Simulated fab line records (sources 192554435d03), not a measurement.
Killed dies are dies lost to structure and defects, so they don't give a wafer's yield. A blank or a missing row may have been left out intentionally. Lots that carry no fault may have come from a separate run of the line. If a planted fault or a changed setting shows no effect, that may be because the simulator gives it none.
Split-lot trial -- flow n5 finfet -- 21 wafers read from 7 lots, route of 1938 steps

## THE SPLIT ITSELF
At N5_BEOL_M4_COAT_05 (resist thk 30 nm), the setting spin rpm was moved away from the recipe's 1500 rpm on 7 of the 21 wafers read, by -6.9% to +7.5%. For the rest of the wafers, this setting stayed at what the recipe calls for.

## FROM THE SPLIT TO THE READING: what the file shows between them, 4 steps
- N5_BEOL_M4_EBR_07
- N5_BEOL_M4_SOFTBAKE_06: time 60 s
- N5_BEOL_M4_EXPOSE_08: exposes mask M4
- N5_BEOL_M4_PEB_09: peb time 60 s

## THE READING
CAR-EUV_of_BEOL_M4_COAT_05.thk nm (the simulator's own value, which no gauge read), in nm, at N5_BEOL_M4_DEVELOP_10 (develop time 30 s). There is no usual value for it anywhere in the file. The 14 wafers here that ran the recipe average 29.5 nm, standard deviation 0.096 nm.

wafer,"tool, chamber at the split","spin rpm as run, rpm",against the recipe,"CAR-EUV_of_BEOL_M4_COAT_05.thk nm, nm",against lot-mates on the recipe
L077.1,"litho track-03, 0",1500,recipe,29.4,-
L077.4,"litho track-03, 0",1500,recipe,29.4,-
L077.6,"litho track-03, 0",1500,recipe,29.4,-
L079.2,"litho track-01, 0",1415,-5.7%,30.4,+0.8
L079.4,"litho track-01, 0",1415,-5.7%,30.6,+1.0
L079.5,"litho track-01, 0",1500,recipe,29.6,-
L088.1,"litho track-01, 0",1500,recipe,29.4,-
L088.5,"litho track-01, 0",1500,recipe,29.6,-
L088.6,"litho track-01, 0",1397,-6.9%,30.6,+1.1
L095.2,"litho track-03, 0",1613,+7.5%,28.4,-1.1
L095.5,"litho track-03, 0",1500,recipe,29.4,-
L095.6,"litho track-03, 0",1500,recipe,29.6,-
L094.1,"litho track-05, 0",1500,recipe,29.6,-
L094.3,"litho track-05, 0",1500,recipe,29.6,-
L094.4,"litho track-05, 0",1500,recipe,29.6,-
L089.1,"litho track-05, 0",1431,-4.6%,30.2,+0.6
L089.2,"litho track-05, 0",1500,recipe,29.6,-
L089.6,"litho track-05, 0",1500,recipe,29.6,-
L092.1,"litho track-03, 0",1423,-5.1%,30.4,+0.8
L092.4,"litho track-03, 0",1423,-5.1%,30.4,+0.8
L092.2,"litho track-03, 0",1500,recipe,29.6,-

THE FIT
A straight line over all 21 wafers: CAR-EUV_of_BEOL_M4_COAT_05.thk nm changes by -0.16 nm for each +1% of spin rpm; r = -0.98; the points scatter about the line by 0.095 nm.
The same after taking each lot's own level away (the mean of its wafers on the recipe; 21 wafers): -0.152 nm for each +1%; r = -0.99; scatter 0.064 nm.
The reading moves by 1.1 nm for the largest change in spin rpm, on that fit.
Across the lots, their own levels run from 29.40 to 29.60 nm, a range of 2.1 times the standard deviation given above.
Consequently the slope shifts little with the lot-to-lot level, the two slopes agreeing.
Check: for one of the wafers moved furthest among these (+7.5%), held out of the fit, the line's prediction against its lot-mates is -1.17 nm. It came out at -1.1 nm against them.

## THE OTHER SPLITS THESE WAFERS WENT THROUGH
Other splits were also applied to these wafers ahead of the reading. Each is held against what the fit with the lots' levels taken away leaves over:
other split on the same wafers,wafers away from the commonest value,r with CAR-EUV_of_BEOL_M4_COAT_05.thk nm (lot level and that fit taken away)
N5_BEOL_M0_SAQP_EXPOSE_37 dose mj,10,+0.02
N5_BEOL_M1_COAT_73 spin rpm,7,-0.31
N5_BEOL_M1_TRENCH_ETCH_37 time s,7,+0.27
N5_BEOL_M2_ETCH_69 bias w,7,+0.05
N5_BEOL_M2_TRENCH_ETCH_37 bias w,9,+0.09
N5_BEOL_M3_COAT_76 spin rpm,5,-0.24

## THE WHOLE CHAIN: every reading that the file lists as answering this split, in the file's order
step,what it does,reading,change (the file's fit),r (the file's)
N5_BEOL_M4_COAT_05,resist thk 30 nm,"CAR-EUV_of_BEOL_M4_COAT_05.thk nm (the simulator's own value, which no gauge read)",-0.162 nm for each +1% of the setting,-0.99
N5_BEOL_M4_DEVELOP_10,develop time 30 s,"CAR-EUV_of_BEOL_M4_COAT_05.thk nm (the simulator's own value, which no gauge read)",-0.152 nm for each +1% of the setting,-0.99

## THE FILE'S OWN FIT
CAR-EUV_of_BEOL_M4_COAT_05.thk nm changes by -0.152 nm for each +1% of spin rpm, r = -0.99.
